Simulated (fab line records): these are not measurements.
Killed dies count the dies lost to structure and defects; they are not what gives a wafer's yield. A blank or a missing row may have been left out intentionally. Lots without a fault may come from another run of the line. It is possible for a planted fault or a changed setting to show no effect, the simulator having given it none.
Which tool is to blame? :: flow n5_finfet :: Sampling: 24 lots, 72 wafers, 3 of 1938 route steps

## WHAT THE GAUGES SHOWED, per wafer
N5_BEOL_M0_SAQP_CD_MEAS_25: target cd 13.1 nm.
lot: L074
measured: day 5 13:28
on: cd_sem-01
cd_nm (nm): 13.21 13.18 12.60

lot: L075
measured: day 5 18:32
on: cd_sem-01
cd_nm (nm): 13.12 13.13 13.16

lot: L076
measured: day 6 04:05
on: cd_sem-03
cd_nm (nm): 12.68 13.04 12.92

lot: L077
measured: day 6 05:56
on: cd_sem-03
cd_nm (nm): 12.42 12.77 12.82

lot: L078
measured: day 6 14:04
on: cd_sem-01
cd_nm (nm): 13.02 12.65 13.06

lot: L079
measured: day 6 20:46
on: cd_sem-01
cd_nm (nm): 12.99 12.69 12.79

lot: L080
measured: day 7 03:26
on: cd_sem-03
cd_nm (nm): 12.94 12.33 12.67

lot: L081
measured: day 7 06:07
on: cd_sem-01
cd_nm (nm): 12.65 12.93 12.68

lot: L082
measured: day 7 12:05
on: cd_sem-02
cd_nm (nm): 12.51 13.02 12.73

lot: L083
measured: day 7 17:51
on: cd_sem-02
cd_nm (nm): 12.99 12.88 12.73

lot: L084
measured: day 7 22:47
on: cd_sem-01
cd_nm (nm): 12.97 12.67 12.84

lot: L085
measured: day 8 07:24
on: cd_sem-03
cd_nm (nm): 12.65 12.82 12.79

lot: L086
measured: day 8 16:26
on: cd_sem-03
cd_nm (nm): 12.53 12.98 13.08

lot: L087
measured: day 9 00:59
on: cd_sem-02
cd_nm (nm): 13.12 13.09 12.70

lot: L088
measured: day 9 02:14
on: cd_sem-03
cd_nm (nm): 12.83 12.37 12.44

lot: L089
measured: day 9 13:32
on: cd_sem-02
cd_nm (nm): 13.03 12.84 12.46

lot: L090
measured: day 9 23:32
on: cd_sem-03
cd_nm (nm): 12.53 12.76 12.72

lot: L092
measured: day 10 01:38
on: cd_sem-02
cd_nm (nm): 12.40 12.67 13.07

lot: L091
measured: day 10 02:07
on: cd_sem-01
cd_nm (nm): 12.93 12.97 12.78

lot: L093
measured: day 10 07:12
on: cd_sem-02
cd_nm (nm): 12.63 13.00 12.75

lot: L094
measured: day 10 09:47
on: cd_sem-02
cd_nm (nm): 12.70 12.71 12.57

lot: L095
measured: day 10 20:17
on: cd_sem-02
cd_nm (nm): 12.73 12.53 13.43

lot: L096
measured: day 11 06:21
on: cd_sem-02
cd_nm (nm): 12.70 12.94 13.03

lot: L097
measured: day 11 06:46
on: cd_sem-03
cd_nm (nm): 12.76 12.84 12.80

N5_BEOL_M0_CUTY_CD_MEAS_57: target cd 200 nm.
lot: L074
measured: day 5 17:01
on: cd_sem-01
cd_nm (nm): 199.6 200.2 199.8

lot: L075
measured: day 5 22:20
on: cd_sem-03
cd_nm (nm): 200.9 200.2 201.2

lot: L076
measured: day 6 08:47
on: cd_sem-02
cd_nm (nm): 199.1 199.5 199.1

lot: L077
measured: day 6 10:20
on: cd_sem-02
cd_nm (nm): 199.7 199.9 200.5

lot: L078
measured: day 6 18:12
on: cd_sem-03
cd_nm (nm): 200.3 200.1 199.2

lot: L079
measured: day 7 00:29
on: cd_sem-02
cd_nm (nm): 198.2 197.5 198.9

lot: L080
measured: day 7 07:37
on: cd_sem-03
cd_nm (nm): 200.5 199.7 199.5

lot: L081
measured: day 7 10:13
on: cd_sem-02
cd_nm (nm): 198.3 198.8 198.5

lot: L082
measured: day 7 15:52
on: cd_sem-03
cd_nm (nm): 199.2 199.6 199.3

lot: L083
measured: day 7 21:59
on: cd_sem-03
cd_nm (nm): 199.5 199.5 199.8

lot: L084
measured: day 8 02:31
on: cd_sem-02
cd_nm (nm): 199.6 199.2 198.3

lot: L085
measured: day 8 11:10
on: cd_sem-01
cd_nm (nm): 198.6 198.8 198.8

lot: L086
measured: day 8 22:15
on: cd_sem-03
cd_nm (nm): 199.0 198.3 199.7

lot: L087
measured: day 9 05:31
on: cd_sem-01
cd_nm (nm): 199.7 199.7 199.4

lot: L088
measured: day 9 06:22
on: cd_sem-03
cd_nm (nm): 198.6 199.3 199.8

lot: L089
measured: day 9 17:13
on: cd_sem-03
cd_nm (nm): 199.0 200.1 199.5

lot: L090
measured: day 10 03:17
on: cd_sem-01
cd_nm (nm): 198.7 199.1 198.6

lot: L092
measured: day 10 06:35
on: cd_sem-02
cd_nm (nm): 200.4 200.9 199.7

lot: L091
measured: day 10 06:58
on: cd_sem-02
cd_nm (nm): 199.3 200.0 199.8

lot: L093
measured: day 10 10:37
on: cd_sem-02
cd_nm (nm): 200.3 199.3 200.1

lot: L094
measured: day 10 13:45
on: cd_sem-03
cd_nm (nm): 200.4 199.4 200.4

lot: L095
measured: day 11 00:00
on: cd_sem-01
cd_nm (nm): 200.1 200.3 200.9

lot: L096
measured: day 11 10:50
on: cd_sem-01
cd_nm (nm): 200.8 199.7 200.3

lot: L097
measured: day 11 11:10
on: cd_sem-03
cd_nm (nm): 200.2 201.3 201.1

## TOOL THAT RAN EACH LOT (tool first, then ch and the chambers of the sampled wafers, then the start)
lot: L074
N5_BEOL_M0_SAQP_ETCH_49: rie_diel-06 ch 1,2, day 5 16:39

lot: L075
N5_BEOL_M0_SAQP_ETCH_49: rie_diel-03 ch 1,2,3, day 5 21:51

lot: L076
N5_BEOL_M0_SAQP_ETCH_49: rie_diel-06 ch 0,1, day 6 08:17

lot: L077
N5_BEOL_M0_SAQP_ETCH_49: rie_diel-05 ch 0,1,3, day 6 09:50

lot: L078
N5_BEOL_M0_SAQP_ETCH_49: rie_diel-05 ch 0,1, day 6 17:43

lot: L079
N5_BEOL_M0_SAQP_ETCH_49: rie_diel-06 ch 0,1,2, day 6 23:59

lot: L080
N5_BEOL_M0_SAQP_ETCH_49: rie_diel-05 ch 0,2,3, day 7 07:07

lot: L081
N5_BEOL_M0_SAQP_ETCH_49: rie_diel-03 ch 0,3, day 7 09:44

lot: L082
N5_BEOL_M0_SAQP_ETCH_49: rie_diel-06 ch 1,2, day 7 15:23

lot: L083
N5_BEOL_M0_SAQP_ETCH_49: rie_diel-03 ch 1,3, day 7 21:29

lot: L084
N5_BEOL_M0_SAQP_ETCH_49: rie_diel-06 ch 0,2,3, day 8 02:02

lot: L085
N5_BEOL_M0_SAQP_ETCH_49: rie_diel-03 ch 0,2,3, day 8 10:48

lot: L086
N5_BEOL_M0_SAQP_ETCH_49: rie_diel-05 ch 0,2, day 8 21:45

lot: L087
N5_BEOL_M0_SAQP_ETCH_49: rie_diel-06 ch 0,1, day 9 05:01

lot: L088
N5_BEOL_M0_SAQP_ETCH_49: rie_diel-03 ch 0,2,3, day 9 05:52

lot: L089
N5_BEOL_M0_SAQP_ETCH_49: rie_diel-06 ch 0,1,2, day 9 16:43

lot: L090
N5_BEOL_M0_SAQP_ETCH_49: rie_diel-06 ch 0,2,3, day 10 02:55

lot: L092
N5_BEOL_M0_SAQP_ETCH_49: rie_diel-05 ch 0,1, day 10 06:13

lot: L091
N5_BEOL_M0_SAQP_ETCH_49: rie_diel-05 ch 0,1,3, day 10 06:29

lot: L093
N5_BEOL_M0_SAQP_ETCH_49: rie_diel-05 ch 1,3, day 10 10:14

lot: L094
N5_BEOL_M0_SAQP_ETCH_49: rie_diel-05 ch 0,1,3, day 10 13:16

lot: L095
N5_BEOL_M0_SAQP_ETCH_49: rie_diel-03 ch 0,1,2, day 10 23:28

lot: L096
N5_BEOL_M0_SAQP_ETCH_49: rie_diel-03 ch 0,3, day 11 10:28

lot: L097
N5_BEOL_M0_SAQP_ETCH_49: rie_diel-05 ch 1,2,3, day 11 10:48
- N5_BEOL_M0_SAQP_ETCH_49: etches SiO2 in CF4/O2, target depth 37 nm.

## AS READ BY THE TOOLS THEMSELVES (means over the sampled wafers that have a number; for cases with no such wafer, the mark the record gives instead)
N5_BEOL_M0_SAQP_ETCH_49.
lot: L074
tool: rie_diel-06
O2_flow_sccm (sccm): 10.017
drypump_motor_current_A (A): 5.6
mfc_ar_sccm (sccm): 100.05
oes_product_au (a.u.): 0.81
rf_vpp_V (V): 242
showerhead_plenum_p_Torr (Torr): 2.18
throttle_valve_pct (%): 16.05

lot: L075
tool: rie_diel-03
O2_flow_sccm (sccm): 9.988
drypump_motor_current_A (A): 5.0
mfc_ar_sccm (sccm): 99.87
oes_product_au (a.u.): 0.76
rf_vpp_V (V): 238
showerhead_plenum_p_Torr (Torr): 2.23
throttle_valve_pct (%): 15.77

lot: L076
tool: rie_diel-06
O2_flow_sccm (sccm): 10.016
drypump_motor_current_A (A): 5.4
mfc_ar_sccm (sccm): 99.87
oes_product_au (a.u.): 0.86
rf_vpp_V (V): 241
showerhead_plenum_p_Torr (Torr): 2.21
throttle_valve_pct (%): 15.91

lot: L077
tool: rie_diel-05
O2_flow_sccm (sccm): 9.988
drypump_motor_current_A (A): 5.4
mfc_ar_sccm (sccm): 99.67
oes_product_au (a.u.): 0.75
rf_vpp_V (V): 239
showerhead_plenum_p_Torr (Torr): 2.20
throttle_valve_pct (%): 15.91

lot: L078
tool: rie_diel-05
O2_flow_sccm (sccm): 9.975
drypump_motor_current_A (A): 5.4
mfc_ar_sccm (sccm): 100.16
oes_product_au (a.u.): 0.76
rf_vpp_V (V): 239
showerhead_plenum_p_Torr (Torr): 2.17
throttle_valve_pct (%): 15.85

lot: L079
tool: rie_diel-06
O2_flow_sccm (sccm): 10.011
drypump_motor_current_A (A): 5.5
mfc_ar_sccm (sccm): 100.35
oes_product_au (a.u.): 0.80
rf_vpp_V (V): 241
showerhead_plenum_p_Torr (Torr): 2.17
throttle_valve_pct (%): 16.02

lot: L080
tool: rie_diel-05
O2_flow_sccm (sccm): 10.010
drypump_motor_current_A (A): 5.6
mfc_ar_sccm (sccm): 100.13
oes_product_au (a.u.): 0.74
rf_vpp_V (V): 239
showerhead_plenum_p_Torr (Torr): 2.23
throttle_valve_pct (%): 15.88

lot: L081
tool: rie_diel-03
O2_flow_sccm (sccm): 10.011
drypump_motor_current_A (A): 5.2
mfc_ar_sccm (sccm): 100.12
oes_product_au (a.u.): 0.76
rf_vpp_V (V): 243
showerhead_plenum_p_Torr (Torr): 2.26
throttle_valve_pct (%): 15.80

lot: L082
tool: rie_diel-06
O2_flow_sccm (sccm): 10.028
drypump_motor_current_A (A): 5.4
mfc_ar_sccm (sccm): 99.89
oes_product_au (a.u.): 0.85
rf_vpp_V (V): 244
showerhead_plenum_p_Torr (Torr): 2.21
throttle_valve_pct (%): 15.97

lot: L083
tool: rie_diel-03
O2_flow_sccm (sccm): 10.012
drypump_motor_current_A (A): 5.1
mfc_ar_sccm (sccm): 100.08
oes_product_au (a.u.): 0.76
rf_vpp_V (V): 239
showerhead_plenum_p_Torr (Torr): 2.26
throttle_valve_pct (%): 15.85

lot: L084
tool: rie_diel-06
O2_flow_sccm (sccm): 9.990
drypump_motor_current_A (A): 6.0
mfc_ar_sccm (sccm): 99.95
oes_product_au (a.u.): 0.80
rf_vpp_V (V): 241
showerhead_plenum_p_Torr (Torr): 2.17
throttle_valve_pct (%): 15.94

lot: L085
tool: rie_diel-03
O2_flow_sccm (sccm): 9.999
drypump_motor_current_A (A): 5.1
mfc_ar_sccm (sccm): 100.18
oes_product_au (a.u.): 0.85
rf_vpp_V (V): 241
showerhead_plenum_p_Torr (Torr): 2.22
throttle_valve_pct (%): 15.64

lot: L086
tool: rie_diel-05
O2_flow_sccm (sccm): 9.997
drypump_motor_current_A (A): 5.5
mfc_ar_sccm (sccm): 100.13
oes_product_au (a.u.): 0.74
rf_vpp_V (V): 238
showerhead_plenum_p_Torr (Torr): 2.20
throttle_valve_pct (%): 15.84

lot: L087
tool: rie_diel-06
O2_flow_sccm (sccm): 10.000
drypump_motor_current_A (A): 5.4
mfc_ar_sccm (sccm): 100.25
oes_product_au (a.u.): 0.80
rf_vpp_V (V): 239
showerhead_plenum_p_Torr (Torr): 2.16
throttle_valve_pct (%): 16.01

lot: L088
tool: rie_diel-03
O2_flow_sccm (sccm): 10.034
drypump_motor_current_A (A): 5.1
mfc_ar_sccm (sccm): 100.03
oes_product_au (a.u.): 0.82
rf_vpp_V (V): 240
showerhead_plenum_p_Torr (Torr): 2.22
throttle_valve_pct (%): 15.64

lot: L089
tool: rie_diel-06
O2_flow_sccm (sccm): 10.000
drypump_motor_current_A (A): 5.5
mfc_ar_sccm (sccm): 99.99
oes_product_au (a.u.): 0.79
rf_vpp_V (V): 241
showerhead_plenum_p_Torr (Torr): 2.16
throttle_valve_pct (%): 16.07

lot: L090
tool: rie_diel-06
O2_flow_sccm (sccm): 9.987
drypump_motor_current_A (A): 6.0
mfc_ar_sccm (sccm): 100.00
oes_product_au (a.u.): 0.79
rf_vpp_V (V): 241
showerhead_plenum_p_Torr (Torr): 2.16
throttle_valve_pct (%): 15.98

lot: L092
tool: rie_diel-05
O2_flow_sccm (sccm): 9.988
drypump_motor_current_A (A): 5.4
mfc_ar_sccm (sccm): 99.97
oes_product_au (a.u.): 0.82
rf_vpp_V (V): 240
showerhead_plenum_p_Torr (Torr): 2.25
throttle_valve_pct (%): 15.73

lot: L091
tool: rie_diel-05
O2_flow_sccm (sccm): 10.009
drypump_motor_current_A (A): 5.4
mfc_ar_sccm (sccm): 100.11
oes_product_au (a.u.): 0.81
rf_vpp_V (V): 241
showerhead_plenum_p_Torr (Torr): 2.28
throttle_valve_pct (%): 15.80

lot: L093
tool: rie_diel-05
O2_flow_sccm (sccm): 10.015
drypump_motor_current_A (A): 5.5
mfc_ar_sccm (sccm): 99.98
oes_product_au (a.u.): 0.80
rf_vpp_V (V): 241
showerhead_plenum_p_Torr (Torr): 2.31
throttle_valve_pct (%): 15.88

lot: L094
tool: rie_diel-05
O2_flow_sccm (sccm): 9.958
drypump_motor_current_A (A): 5.4
mfc_ar_sccm (sccm): 99.97
oes_product_au (a.u.): 0.81
rf_vpp_V (V): 240
showerhead_plenum_p_Torr (Torr): 2.28
throttle_valve_pct (%): 15.79

lot: L095
tool: rie_diel-03
O2_flow_sccm (sccm): 10.012
drypump_motor_current_A (A): 5.1
mfc_ar_sccm (sccm): 99.93
oes_product_au (a.u.): 0.77
rf_vpp_V (V): 240
showerhead_plenum_p_Torr (Torr): 2.24
throttle_valve_pct (%): 15.74

lot: L096
tool: rie_diel-03
O2_flow_sccm (sccm): 9.998
drypump_motor_current_A (A): 5.2
mfc_ar_sccm (sccm): 100.31
oes_product_au (a.u.): 0.73
rf_vpp_V (V): 242
showerhead_plenum_p_Torr (Torr): 2.25
throttle_valve_pct (%): 15.86

lot: L097
tool: rie_diel-05
O2_flow_sccm (sccm): 10.032
drypump_motor_current_A (A): 5.7
mfc_ar_sccm (sccm): 99.95
oes_product_au (a.u.): 0.87
rf_vpp_V (V): 241
showerhead_plenum_p_Torr (Torr): 2.27
throttle_valve_pct (%): 15.83

## THE ANSWER, worked out from the rows above alone
Rule: what is usual is taken from the lots themselves. The widest of any qualifying gaps counts: lots, ordered by their means at a reading, are off when they make up no more than a third of the lots, leave a main group of 4 or more, and stand apart from it by 3 or more times the standard deviation of that group's means. A main group is skipped when, at the precision printed for the reading in the tables above, its means are all equal. A lot without any number at a reading at which 4 lots or more have one is off too. The other lots that the step has rows for count as sound. After the gauges, taken in route order, come the tools' own readings; for these a lot's mean is taken, as printed above. At the first step where some lot is off, the reading lying furthest off is the one used; lots without a number count as furthest.
No lot is off at any reading shown: from this, nothing can be told.

## WHAT HAD BEEN PUT IN BY THE SIMULATOR
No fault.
